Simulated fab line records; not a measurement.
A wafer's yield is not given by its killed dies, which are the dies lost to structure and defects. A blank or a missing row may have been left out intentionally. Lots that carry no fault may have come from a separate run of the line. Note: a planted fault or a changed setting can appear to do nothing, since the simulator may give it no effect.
fab line records | flow n5_finfet
record: lots: 8 | wafers: 24 | last_day: 18
route steps=1938 shown BEOL_M0@731 BEOL_M1@766 BEOL_M4@1111 PASSIVATION@1936
lots that met no fault: from a run of the same line without faults
start_h: the number of hours between the record's first day and the start of the first shown wafer of the lot | wait_h: time in hours since the lot's previous step | " as in the row above | L1.1+2: a single row standing in for several wafers | - value missing, or start not given | * or withheld: withheld | < > ~ a bound
route shown NAME@n: NAME is a module with steps in the file, n the number in the route of the first one | usual: mean and standard deviation over wafers with no fault | same: alike in all rows | chamber/n: place in a boat | sites: the reading at each site | _std_site: the standard deviation of these | _edge_site: the outer-site mean with the inner-site mean subtracted | radius_mm: for every site, how far away it sits from the centre of the wafer | mask NAME#n: copy n | behind: the last tool/chamber to shape the wafer | hold: cause of the lot's hold/its duration in hours/its outcome | device: names the non-switching transistor (n, p or np) | end of line: the same wafers' tests at the end of the route | step lacking rows: just its recipe | killed: count of dies lost to structure and defects at first sort (not the wafer's yield) | map: dies across one wafer; x = killed, . = not, _ = none there
set.NAME: the setting that was run; set.NAME@STEP: the one run at that earlier step | model.NAME: the simulator's own value behind a step, which no gauge read
one table for each step of the route and one row for each wafer, over a sample of lots
services: when a tool's chamber went out of use (start_h, in hours from the record's first day, below 0 if earlier), for how many hours, and the reason
== steps ==
step: N5_BEOL_M0_ALD_136
recipe: material: TaN | target_thk_a: * | temp_c: 275 | ald_precursor_family: PDMAT | ald_co_reactant: NH3 | pressure_torr: 3 | carrier_flow_sccm: 1500 | pulse_time_s: 2 | purge_time_s: 3 | co_reactant_purge_time_s: 2 | co_reactant_pulse_time_s: 3 | ald_cycles: 30 | precursor_vessel_temp_c: 75 | precursor_vessel_pressure_torr: 26.25 | precursor_vessel_carrier_sccm: 1000
usual: chamber_pressure_Torr: 3.000/0.0064 | heater_power_w: 411/51 | precursor_vessel_temp_c: 75.00/0.12
same: ald_cycles: 30 | co_reactant_pulse_time_s: 3 | purge_time_s: 3
lot.wafer | tool         | chamber | start_h | wait_h | chamber_pressure_Torr | heater_power_w | precursor_vessel_temp_c
L652.3    | ald_metal-02 | 2       | 133.58  | 0.0    | 2.992                 | 393            | 74.84
L652.4    | "            | 0       | "       | "      | 3.000                 | 458            | 74.96
L652.6    | "            | 1       | "       | "      | 3.005                 | 411            | 74.92
L653.4    | ald_metal-03 | 0       | 142.20  | 0.0    | 3.003                 | 379            | 75.06
L653.5    | "            | 1       | "       | "      | 2.993                 | 420            | 75.13
L653.6    | "            | 2       | "       | "      | 2.991                 | 515            | 74.83
L654.2    | ald_metal-02 | 1       | 149.46  | 0.1    | 2.992                 | 407            | 74.97
L654.3    | "            | 3       | "       | "      | 3.006                 | 394            | 75.21
L654.6    | "            | 0       | "       | "      | 2.996                 | 471            | 75.07
L656.1    | ald_metal-03 | 1       | 157.13  | 0.0    | 3.001                 | 418            | 75.39
L656.2    | "            | 0       | "       | "      | 2.997                 | 388            | 74.95
L656.6    | "            | 0       | "       | "      | 3.021                 | 385            | 75.12
L667.1    | ald_metal-01 | 1       | 223.40  | 0.0    | 2.997                 | 325            | 74.75
L667.2    | "            | 2       | "       | "      | 3.001                 | 392            | 75.01
L667.3    | "            | 3       | "       | "      | 3.000                 | 472            | 75.06
L668.3    | ald_metal-02 | 2       | 229.85  | 0.1    | 2.994                 | 408            | 75.21
L668.5    | "            | 0       | "       | "      | 3.001                 | 454            | 74.99
L668.6    | "            | 3       | "       | "      | 3.001                 | 400            | 74.90
L670.2    | ald_metal-02 | 2       | 246.60  | 0.0    | 3.007                 | 402            | 74.93
L670.4    | "            | 0       | "       | "      | 2.988                 | 454            | 74.88
L670.6    | "            | 2       | "       | "      | 3.008                 | 405            | 74.82
L671.1    | ald_metal-02 | 0       | 249.73  | 0.1    | 3.002                 | 472            | 74.98
L671.2    | "            | 1       | "       | "      | 3.001                 | 415            | 74.95
L671.4    | "            | 3       | "       | "      | 2.991                 | 405            | 75.06
step: N5_BEOL_M0_SPUTTER_132
recipe: material: Cu | target_thk_a: 40 | temp_c: -20 | chamber_pressure_pa: 0.07 | power_w: withheld | time_s: 7.37
usual: chamber_pressure_pa: 0.07/0.00014 | chuck_sensor_temp_C: -15.9/0.56 | throttle_valve_pct: 30.2/1.2
lot.wafer | tool           | chamber | start_h | wait_h | chamber_pressure_pa | chuck_sensor_temp_C | throttle_valve_pct
L652.3    | pvd_sputter-01 | -       | 136.95  | 0.0    | 0.07027             | -17.1               | 29.7
L652.4    | "              | -       | "       | "      | 0.06991             | -15.7               | 29.6
L652.6    | "              | -       | "       | "      | 0.07008             | -17.1               | 29.9
L653.4    | pvd_sputter-02 | -       | 143.60  | 0.0    | 0.07003             | -16.2               | 30.4
L653.5    | "              | -       | "       | "      | 0.07009             | -15.9               | 32.9
L653.6    | "              | -       | "       | "      | 0.06983             | -15.4               | 30.5
L654.2    | pvd_sputter-01 | -       | 150.14  | 0.0    | 0.06969             | -15.8               | 30.7
L654.3    | "              | -       | "       | "      | 0.06971             | -15.8               | 29.6
L654.6    | "              | -       | "       | "      | 0.06963             | -17.0               | 29.8
L656.1    | pvd_sputter-01 | -       | 159.01  | 0.0    | 0.06985             | -15.1               | 30.8
L656.2    | "              | -       | "       | "      | 0.06999             | -17.0               | 29.7
L656.6    | "              | -       | "       | "      | 0.07001             | -15.9               | 29.6
L667.1    | pvd_sputter-02 | -       | 224.53  | 0.0    | 0.06995             | -15.5               | 30.4
L667.2    | "              | -       | "       | "      | 0.06994             | -15.8               | 33.4
L667.3    | "              | -       | "       | "      | 0.06982             | -16.3               | 30.2
L668.3    | pvd_sputter-01 | -       | 230.81  | 0.0    | 0.07006             | -15.2               | 30.4
L668.5    | "              | -       | "       | "      | 0.06998             | -15.8               | 29.8
L668.6    | "              | -       | "       | "      | 0.07002             | -15.7               | 31.2
L670.2    | pvd_sputter-01 | -       | 247.12  | 0.0    | 0.07004             | -15.7               | 30.7
L670.4    | "              | -       | "       | "      | 0.07006             | -15.9               | 29.9
L670.6    | "              | -       | "       | "      | 0.0702              | -15.5               | 30.8
L671.1    | pvd_sputter-02 | -       | 250.54  | 0.0    | 0.06971             | -16.2               | 30.0
L671.2    | "              | -       | "       | "      | 0.07014             | -16.1               | 33.1
L671.4    | "              | -       | "       | "      | 0.07007             | -15.5               | 30.4
step: N5_BEOL_M0_CMP_120
recipe: stop_on: SiOC | t_overpolish_s: 6.9 | down_force_psi: 1 | platen_rpm: 50 | clearing_platen_down_force_psi: 1.5 | clearing_platen_rpm: 50 | post_cmp_clean: cu_alkaline | clearing_platen_pad_velocity_m_s: 0.99484 | pad_velocity_m_s: 0.99484
usual: barrier_field_endpoint_s: 3.68/0.1 | clearing_platen_rpm: 50.000/0.026 | motor_current_A: 5.8/0.68 | overpolish_run_s: 6.901/0.0094 | time_to_endpoint_s: 63.3/2.6
same: t_overpolish_s: 6.9
lot.wafer | tool   | chamber | start_h | wait_h | barrier_field_endpoint_s | clearing_platen_rpm | motor_current_A | overpolish_run_s | time_to_endpoint_s
L652.4    | cmp-02 | 1       | 137.78  | 0.2    | 3.85                     | 50.019              | 5.6             | 6.909            | 66.1
L652.3    | "      | 2       | "       | "      | 3.72                     | 50.023              | 5.8             | 6.907            | 64.9
L652.6    | "      | 0       | "       | "      | 3.84                     | 49.990              | 6.5             | 6.897            | 66.4
L653.4    | cmp-03 | 2       | 144.42  | 0.2    | 3.78                     | 50.004              | 6.0             | 6.906            | 63.7
L653.5    | "      | 0       | "       | "      | 3.84                     | 50.012              | 5.1             | 6.884            | 67.2
L653.6    | "      | 1       | "       | "      | 3.70                     | 50.030              | 6.2             | 6.895            | 65.4
L654.3    | cmp-04 | 1       | 151.63  | 0.2    | 3.57                     | 50.014              | 6.6             | 6.895            | 60.2
L654.2    | "      | 3       | "       | "      | 3.51                     | 49.977              | 4.4             | 6.900            | 56.8
L654.6    | "      | 0       | "       | "      | 3.60                     | 50.022              | 5.3             | 6.897            | 61.6
L656.2    | cmp-04 | 3       | 159.78  | 0.2    | 3.77                     | 49.965              | 4.3             | 6.904            | 62.1
L656.1    | "      | 0       | "       | "      | 3.74                     | 50.008              | 5.4             | 6.914            | 62.4
L656.6    | "      | 3       | "       | "      | 3.49                     | 50.000              | 4.3             | 6.892            | 61.6
L667.3    | cmp-04 | 0       | 225.26  | 0.2    | 3.65                     | 50.008              | 5.6             | 6.908            | 64.6
L667.2    | "      | 1       | "       | "      | 3.58                     | 49.973              | 6.3             | 6.917            | 66.2
L667.1    | "      | 2       | "       | "      | 3.64                     | 49.988              | 6.8             | 6.893            | 65.4
L668.3    | cmp-03 | 2       | 231.64  | 0.2    | 3.70                     | 50.024              | 6.1             | 6.899            | 60.7
L668.6    | "      | 1       | "       | "      | 3.60                     | 49.993              | 6.2             | 6.896            | 59.0
L668.5    | "      | 2       | "       | "      | 3.50                     | 49.953              | 5.9             | 6.877            | 58.1
L670.2    | cmp-03 | 1       | 247.97  | 0.2    | 3.64                     | 50.000              | 6.1             | 6.911            | 62.7
L670.4    | "      | 0       | "       | "      | 3.48                     | 50.018              | 5.2             | 6.898            | 60.6
L670.6    | "      | 1       | "       | "      | 3.55                     | 50.013              | 5.8             | 6.891            | 60.3
L671.2    | cmp-03 | 2       | 251.39  | 0.2    | 3.66                     | 50.005              | 5.7             | 6.923            | 63.8
L671.4    | "      | 3       | "       | "      | 3.49                     | 50.002              | 6.0             | 6.904            | 65.0
L671.1    | "      | 0       | "       | "      | 3.47                     | 49.968              | 5.5             | 6.911            | 63.9
step: N5_BEOL_M0_PRE_CLEAN_131
recipe: gas: NH3/H2 | time_s: 15 | temp_c: * | rf_power_w: 300
usual: heater_power_w: 97/23
lot.wafer | tool      | chamber | start_h | wait_h | heater_power_w
L652.3    | cvd_co-02 | 1       | 138.11  | 0.1    | 85
L652.4    | "         | 1       | "       | "      | 84
L652.6    | "         | 2       | "       | "      | 110
L653.4    | cvd_co-02 | 0       | 144.70  | 0.1    | 81
L653.5    | "         | 1       | "       | "      | 85
L653.6    | "         | 2       | "       | "      | 111
L654.2    | cvd_co-02 | 2       | 151.93  | 0.0    | 112
L654.3    | "         | 0       | "       | "      | 79
L654.6    | "         | 2       | "       | "      | 113
L656.1    | cvd_co-02 | 0       | 160.15  | 0.1    | 82
L656.2    | "         | 1       | "       | "      | 82
L656.6    | "         | 1       | "       | "      | 87
L667.1    | cvd_co-02 | 2       | 225.61  | 0.1    | 113
L667.2    | "         | 0       | "       | "      | 83
L667.3    | "         | 1       | "       | "      | 86
L668.3    | cvd_co-02 | 0       | 231.93  | 0.0    | 80
L668.5    | "         | 2       | "       | "      | 112
L668.6    | "         | 0       | "       | "      | 83
L670.2    | cvd_co-01 | 2       | 248.30  | 0.0    | 86
L670.4    | "         | 0       | "       | "      | 78
L670.6    | "         | 2       | "       | "      | 86
L671.1    | cvd_co-01 | 2       | 251.69  | 0.0    | 89
L671.2    | "         | 0       | "       | "      | 78
L671.4    | "         | 2       | "       | "      | 90
step: N5_BEOL_M0_INSPECT_127
recipe: inspect_instrument: darkfield | mode: post_dep
usual: raw_defect_count: 69/19
lot.wafer | tool              | chamber | start_h | wait_h | raw_defect_count
L652.3    | defect_inspect-02 | -       | 138.36  | 0.0    | 78
L652.4    | "                 | -       | "       | "      | 78
L652.6    | "                 | -       | "       | "      | 137
L653.4    | defect_inspect-02 | -       | 144.93  | 0.0    | 67
L653.5    | "                 | -       | "       | "      | 67
L653.6    | "                 | -       | "       | "      | 50
L654.2    | defect_inspect-02 | -       | 152.17  | 0.0    | 65
L654.3    | "                 | -       | "       | "      | 58
L654.6    | "                 | -       | "       | "      | 83
L656.1    | defect_inspect-02 | -       | 160.40  | 0.0    | 67
L656.2    | "                 | -       | "       | "      | 730
L656.6    | "                 | -       | "       | "      | 726
L667.1    | defect_inspect-01 | -       | 226.08  | 0.0    | 67
L667.2    | "                 | -       | "       | "      | 59
L667.3    | "                 | -       | "       | "      | 85
L668.3    | defect_inspect-02 | -       | 232.18  | 0.0    | 66
L668.5    | "                 | -       | "       | "      | 73
L668.6    | "                 | -       | "       | "      | 89
L670.2    | defect_inspect-01 | -       | 248.58  | 0.0    | 88
L670.4    | "                 | -       | "       | "      | 73
L670.6    | "                 | -       | "       | "      | 55
L671.1    | defect_inspect-02 | -       | 251.94  | 0.0    | 71
L671.2    | "                 | -       | "       | "      | 63
L671.4    | "                 | -       | "       | "      | 60
step: N5_BEOL_M1_INSPECT_13
recipe: mode: adi | inspect_instrument: brightfield
usual: raw_defect_count: 400/86
lot.wafer | tool              | chamber | start_h | wait_h | raw_defect_count
L652.3    | defect_inspect-02 | -       | 139.17  | 0.0    | 317
L652.4    | "                 | -       | "       | "      | 326
L652.6    | "                 | -       | "       | "      | 420
L653.4    | defect_inspect-01 | -       | 148.24  | 0.0    | 348
L653.5    | "                 | -       | "       | "      | 387
L653.6    | "                 | -       | "       | "      | 287
L654.2    | defect_inspect-02 | -       | 153.82  | 0.0    | 424
L654.3    | "                 | -       | "       | "      | 457
L654.6    | "                 | -       | "       | "      | 527
L656.1    | defect_inspect-02 | -       | 163.02  | 0.1    | 525
L656.2    | "                 | -       | "       | "      | 1409
L656.6    | "                 | -       | "       | "      | 1241
L667.1    | defect_inspect-02 | -       | 228.38  | 0.1    | 612
L667.2    | "                 | -       | "       | "      | 350
L667.3    | "                 | -       | "       | "      | 618
L668.3    | defect_inspect-02 | -       | 232.91  | 0.1    | 520
L668.5    | "                 | -       | "       | "      | 328
L668.6    | "                 | -       | "       | "      | 510
L670.2    | defect_inspect-02 | -       | 249.91  | 0.0    | 379
L670.4    | "                 | -       | "       | "      | 482
L670.6    | "                 | -       | "       | "      | 434
L671.1    | defect_inspect-02 | -       | 254.73  | 0.1    | 341
L671.2    | "                 | -       | "       | "      | 361
L671.4    | "                 | -       | "       | "      | 343
step: N5_BEOL_M1_INSPECT_30
recipe: mode: adi | inspect_instrument: brightfield
usual: raw_defect_count: 403/75
lot.wafer | tool              | chamber | start_h | wait_h | raw_defect_count
L652.3    | defect_inspect-01 | -       | 140.13  | 0.0    | 288
L652.4    | "                 | -       | "       | "      | 300
L652.6    | "                 | -       | "       | "      | 413
L653.4    | defect_inspect-02 | -       | 149.41  | 0.0    | 413
L653.5    | "                 | -       | "       | "      | 441
L653.6    | "                 | -       | "       | "      | 332
L654.2    | defect_inspect-01 | -       | 154.91  | 0.0    | 386
L654.3    | "                 | -       | "       | "      | 417
L654.6    | "                 | -       | "       | "      | 489
L656.1    | defect_inspect-01 | -       | 164.45  | 0.1    | 473
L656.2    | "                 | -       | "       | "      | 1304
L656.6    | "                 | -       | "       | "      | 1169
L667.1    | defect_inspect-02 | -       | 229.30  | 0.1    | 625
L667.2    | "                 | -       | "       | "      | 359
L667.3    | "                 | -       | "       | "      | 637
L668.3    | defect_inspect-01 | -       | 233.96  | 0.0    | 468
L668.5    | "                 | -       | "       | "      | 320
L668.6    | "                 | -       | "       | "      | 495
L670.2    | defect_inspect-01 | -       | 251.13  | 0.0    | 369
L670.4    | "                 | -       | "       | "      | 444
L670.6    | "                 | -       | "       | "      | 402
L671.1    | defect_inspect-02 | -       | 255.98  | 0.1    | 356
L671.2    | "                 | -       | "       | "      | 355
L671.4    | "                 | -       | "       | "      | 348
step: N5_BEOL_M4_RC_MEAS_101
usual: DIBL_N: 36.4/1.4 | DIBL_P: 36.3/1.8 | IOFF_N: 0.163/0.024 | IOFF_P: 0.21/0.034 | ION_N: 673/11 | ION_P: 461/7.4 | SS_N: 71.6/0.52 | SS_P: 73.3/0.58 | VT_N: 249.4/2.5 | VT_P: -250/3.5
lot.wafer | tool      | chamber | start_h | wait_h | DIBL_N[mV/V] | DIBL_P[mV/V] | IOFF_N[nA/um] | IOFF_P[nA/um] | ION_N[uA/um] | ION_P[uA/um] | SS_N[mV/dec] | SS_P[mV/dec] | VT_N[mV] | VT_P[mV]
L652.3    | prober-02 | 0       | 186.20  | 0.3    | 36.8         | 37.2         | 0.173         | 0.19          | 674          | 449          | 71.8         | 73.8         | 246.7    | -254
L652.4    | "         | 0       | "       | "      | 36.2         | 36.3         | 0.167         | 0.19          | 685          | 455          | 71.4         | 72.5         | 246.7    | -254
L652.6    | "         | 0       | "       | "      | 35.0         | 35.3         | 0.147         | 0.17          | 668          | 453          | 71.9         | 72.8         | 251.3    | -254
L653.4    | prober-02 | 0       | 192.36  | 0.5    | 34.6         | 33.8         | 0.118         | 0.20          | 651          | 458          | 70.6         | 72.5         | 254.1    | -248
L653.5    | "         | 0       | "       | "      | 36.9         | 36.4         | 0.154         | 0.25          | 661          | 462          | 72.2         | 72.9         | 247.8    | -247
L653.6    | "         | 0       | "       | "      | 37.7         | 38.1         | 0.176         | 0.27          | 682          | 477          | 72.1         | 74.1         | 249.6    | -243
L654.2    | prober-01 | 0       | 201.78  | 0.2    | 37.5         | 38.4         | 0.198         | 0.24          | 678          | 458          | 72.5         | 74.3         | 247.3    | -249
L654.3    | "         | 0       | "       | "      | 39.0         | 39.6         | 0.209         | 0.26          | 679          | 460          | 72.6         | 74.2         | 246.0    | -252
L654.6    | "         | 0       | "       | "      | 37.6         | 38.6         | 0.190         | 0.24          | 682          | 469          | 71.7         | 73.8         | 248.4    | -249
L656.1    | prober-01 | 0       | 209.37  | 0.0    | 34.1         | 35.5         | 0.139         | 0.18          | 652          | 448          | 71.5         | 73.3         | 253.9    | -253
L656.2    | "         | 0       | "       | "      | 35.7         | 37.6         | 0.168         | 0.22          | 668          | 455          | 71.9         | 73.5         | 249.8    | -252
L656.6    | "         | 0       | "       | "      | 34.1         | 35.9         | 0.138         | 0.19          | 656          | 455          | 71.8         | 73.8         | 253.2    | -254
L667.1    | prober-01 | 0       | 262.24  | 0.0    | 35.6         | 34.6         | 0.142         | 0.17          | 658          | 449          | 71.2         | 72.6         | 251.1    | -254
L667.2    | "         | 0       | "       | "      | 35.3         | 34.4         | 0.139         | 0.17          | 671          | 454          | 71.2         | 72.4         | 253.0    | -258
L667.3    | "         | 0       | "       | "      | 37.2         | 37.2         | 0.175         | 0.21          | 675          | 463          | 71.5         | 73.6         | 246.6    | -252
L668.3    | prober-02 | 0       | 283.50  | 0.3    | 37.2         | 37.3         | 0.153         | 0.21          | 674          | 457          | 72.6         | 73.9         | 250.4    | -250
L668.5    | "         | 0       | "       | "      | 36.8         | 36.7         | 0.150         | 0.20          | 665          | 459          | 71.8         | 73.5         | 252.3    | -251
L668.6    | "         | 0       | "       | "      | 36.7         | 37.1         | 0.156         | 0.21          | 679          | 463          | 71.8         | 73.9         | 251.0    | -253
L671.1    | prober-02 | 0       | 300.13  | 0.0    | 35.3         | 31.4         | 0.130         | 0.15          | 674          | 453          | 71.3         | 72.9         | 250.6    | -258
L671.2    | "         | 0       | "       | "      | 34.5         | 30.9         | 0.117         | 0.14          | 669          | 450          | 70.8         | 72.6         | 251.5    | -257
L671.4    | "         | 0       | "       | "      | 35.9         | 32.4         | 0.137         | 0.16          | 660          | 446          | 70.6         | 72.0         | 250.8    | -255
L670.2    | prober-02 | 0       | 303.23  | 0.2    | 35.1         | 34.8         | 0.137         | 0.19          | 665          | 460          | 70.9         | 73.0         | 250.8    | -250
L670.4    | "         | 0       | "       | "      | 36.0         | 35.2         | 0.146         | 0.20          | 666          | 455          | 71.1         | 72.9         | 251.1    | -250
L670.6    | "         | 0       | "       | "      | 35.1         | 35.0         | 0.142         | 0.20          | 662          | 456          | 70.9         | 72.6         | 248.0    | -248
step: N5_PASSIVATION_PROBE_49
usual: defect_limited_yield: 91.4/1.6 | killed_at_M0_to_M3: 34/12 | killed_at_M4_up: 13/5.2 | killed_at_contacts: 11/5.5 | killed_at_front_end: 40/13 | killed_at_other: 3.4/2.7 | killed_dies: 102/19 | killed_on_rim: 13/4.3 | killed_open: 66/15 | killed_short: 33/7.9 | sort_bin_5_function: 5.1/1.1 | sort_bin_6_memory: 3.2/0.7 | sort_n_pass: 1078/19 | sort_yield_pct: 91.4/1.6
same: gross_dies: 1180 | killed_at_back_side: 0 | sort_bin_4_leakage[%]: 0 | sort_bin_8_speed[%]: 0
lot.wafer | tool      | chamber | start_h | wait_h | defect_limited_yield[%] | killed_at_M0_to_M3 | killed_at_M4_up | killed_at_contacts | killed_at_front_end | killed_at_other | killed_dies | killed_on_rim | killed_open | killed_short | sort_bin_5_function[%] | sort_bin_6_memory[%] | sort_n_pass | sort_yield_pct[%]
L656.1    | prober-01 | -       | 319.94  | 0.0    | 90.3                    | 53                 | 21              | 10                 | 28                  | 3               | 115         | 16            | 71          | 40           | 5.0                    | 4.5                  | 1065        | 90.3
L656.2    | prober-01 | -       | 319.99  | 0.1    | 81.0                    | 163                | 15              | 8                  | 36                  | 2               | 224         | 13            | 67          | 34           | 12.3                   | 4.6                  | 956         | 81.0
L656.6    | prober-01 | -       | 320.19  | 0.3    | 80.0                    | 177                | 9               | 10                 | 39                  | 1               | 236         | 17            | 59          | 33           | 13.3                   | 3.6                  | 944         | 80.0
killed by level:class
L656.1 BEOL_M0_SAQP:geometric_particle:open=20 BEOL_M0_SAQP:geometric_particle:short=15 GATE_CUT:geometric_particle:short=8 MOL_CONTACT_COAG:geometric_particle:open=7 BEOL_M1:geometric_particle:open=6 BEOL_M2:geometric_particle:open=6 BEOL_M4:geometric_particle:open=5 GATE_CUT:geometric_particle:open=4
L656.2 BEOL_M0:unspecified=123 STI_FIN_REVEAL:geometric_particle:open=9 GATE_CUT:geometric_particle:short=9 BEOL_M1:geometric_particle:open=9 MOL_CONTACT_COAG:geometric_particle:open=8 BEOL_M2:geometric_particle:open=7 BEOL_M0_SAQP:geometric_particle:open=7 BEOL_M0_SAQP:geometric_particle:short=6
L656.6 BEOL_M0:unspecified=141 STI_FIN_REVEAL:geometric_particle:open=10 BEOL_M1:geometric_particle:open=10 MOL_CONTACT_COAG:geometric_particle:open=9 BEOL_M0_SAQP:geometric_particle:short=9 DUMMY_GATE:geometric_particle:open=7 BEOL_M0_SAQP:geometric_particle:open=7 GATE_CUT:geometric_particle:short=5
== services ==
tool         | chamber | start_h | hours | kind
cvd_co-02    | 1       | 114.67  | -     | clean
cvd_co-02    | 1       | 114.67  | 22.0  | scheduled_down
cvd_co-02    | 1       | 114.67  | 22.0  | vent_cycle
ald_metal-02 | 3       | 118.91  | 7.6   | repair
cvd_co-01    | -       | 136.95  | 16.5  | repair
cmp-03       | -       | 140.57  | 2.4   | repair
cmp-02       | -       | 150.80  | 4.0   | pm
cmp-02       | -       | 154.80  | -     | consumable_replace:conditioner
cmp-03       | -       | 155.77  | 4.0   | pm
ald_metal-02 | 2       | 164.26  | 5.3   | repair
ald_metal-01 | -       | 181.28  | 2.8   | pm
cvd_co-01    | -       | 206.43  | 0.5   | repair
cmp-02       | -       | 215.18  | 2.3   | repair
ald_metal-03 | -       | 216.93  | 8.7   | pm
cmp-03       | -       | 220.46  | 0.3   | repair
cmp-03       | -       | 226.68  | 4.0   | pm
cmp-03       | -       | 230.68  | -     | consumable_replace:conditioner
cmp-03       | -       | 230.68  | -     | consumable_replace:pad
cmp-04       | -       | 232.23  | 4.0   | pm
cmp-04       | -       | 236.23  | -     | consumable_replace:conditioner
cmp-04       | -       | 236.23  | -     | consumable_replace:pad
cmp-03       | -       | 240.87  | 2.0   | repair
cmp-04       | -       | 243.54  | 1.9   | repair
ald_metal-01 | 3       | 245.35  | 4.3   | repair
== key ==
first_sign: step: N5_BEOL_M0_INSPECT_127 | reading: raw_defect_count | direction: up | sigmas: 34 | usual: 69 | struck: 728
effect: step: N5_BEOL_M1_INSPECT_13 | reading: raw_defect_count | direction: up | sigmas: 11 | usual: 400 | struck: 1325
effect: step: N5_BEOL_M1_INSPECT_30 | reading: raw_defect_count | direction: up | sigmas: 11 | usual: 403 | struck: 1236
effect: step: N5_PASSIVATION_PROBE_49 | reading: killed_at_M0_to_M3 | direction: up | sigmas: 11 | usual: 34 | struck: 170
more_kills_born_at: N5_BEOL_M0_PRE_CLEAN_131@cvd_co-02: 264
met_at N5_BEOL_M0_PRE_CLEAN_131
struck_lots L656
struck_wafers L656.2,L656.6
not_acting_at N5_BEOL_M0_ALD_136,N5_BEOL_M0_SPUTTER_132,N5_BEOL_M0_CMP_120
onset_between 144.70 160.15
fault: kind: chamber_particle_source | tool: cvd_co-02 | chamber: 1 | onset_h: 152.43 | steps: N5_BEOL_M0_PRE_CLEAN_131 | rate_per_visit_cm2: 1.0291 | end_h: 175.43
